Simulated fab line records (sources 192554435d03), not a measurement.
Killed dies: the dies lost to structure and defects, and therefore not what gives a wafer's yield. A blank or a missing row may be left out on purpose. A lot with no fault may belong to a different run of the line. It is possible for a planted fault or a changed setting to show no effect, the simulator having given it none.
Chamber matching | flow n5_finfet | N5_SPACER0_ALD_08 on ald_sin-04: 4 sister chambers
The step deposits SiNx, target thk 2 nm. 8 wafers are shown with their chamber, then 8 later ones without.

== WAFERS, EACH WITH ITS CHAMBER ==
wafer  | chamber | heater_power_outer_w (W) | heater_power_w (W)
L081.4 | 0       | 617                      | 972
L082.6 | 1       | 552                      | 825
L088.1 | 1       | 557                      | 820
L088.2 | 2       | 504                      | 849
L091.3 | 2       | 510                      | 858
L091.4 | 3       | 432                      | 709
L091.6 | 0       | 618                      | 990
L092.1 | 3       | 434                      | 710

== WAFERS WITHOUT THEIR CHAMBER ==
wafer  | heater_power_outer_w (W) | heater_power_w (W)
L092.3 | 549                      | 824
L092.6 | 435                      | 716
L096.1 | 604                      | 1013
L096.3 | 541                      | 813
L096.5 | 556                      | 824
L097.3 | 505                      | 851
L097.4 | 551                      | 794
L097.6 | 433                      | 707

== THE CHAMBER EACH PASSED THROUGH ==
wafer  | from the rows above | in truth
L092.3 | 1                   | 1
L092.6 | 3                   | 3
L096.1 | 0                   | 0
L096.3 | 1                   | 1
L096.5 | 1                   | 1
L097.3 | 2                   | 2
L097.4 | 1                   | 1
L097.6 | 3                   | 3
Correctly placed: 8 of 8. From these rows, 0 cannot be placed. 0 placed wrongly.
How it was worked out, from the rows above alone: a wafer's distance from a chamber is the root of the sum, over the readings, of the square of ((its reading less the chamber's mean) divided by the reading's scatter). The wafer belongs to the nearest chamber; if the next one is less than 2 further off, it can't be placed. The mean given for a chamber averages the wafers shown for that chamber. How the scatter is found: for the shown wafers, subtract from each reading the mean of its chamber, square and add these, divide the total by (wafers less chambers), then take the root.
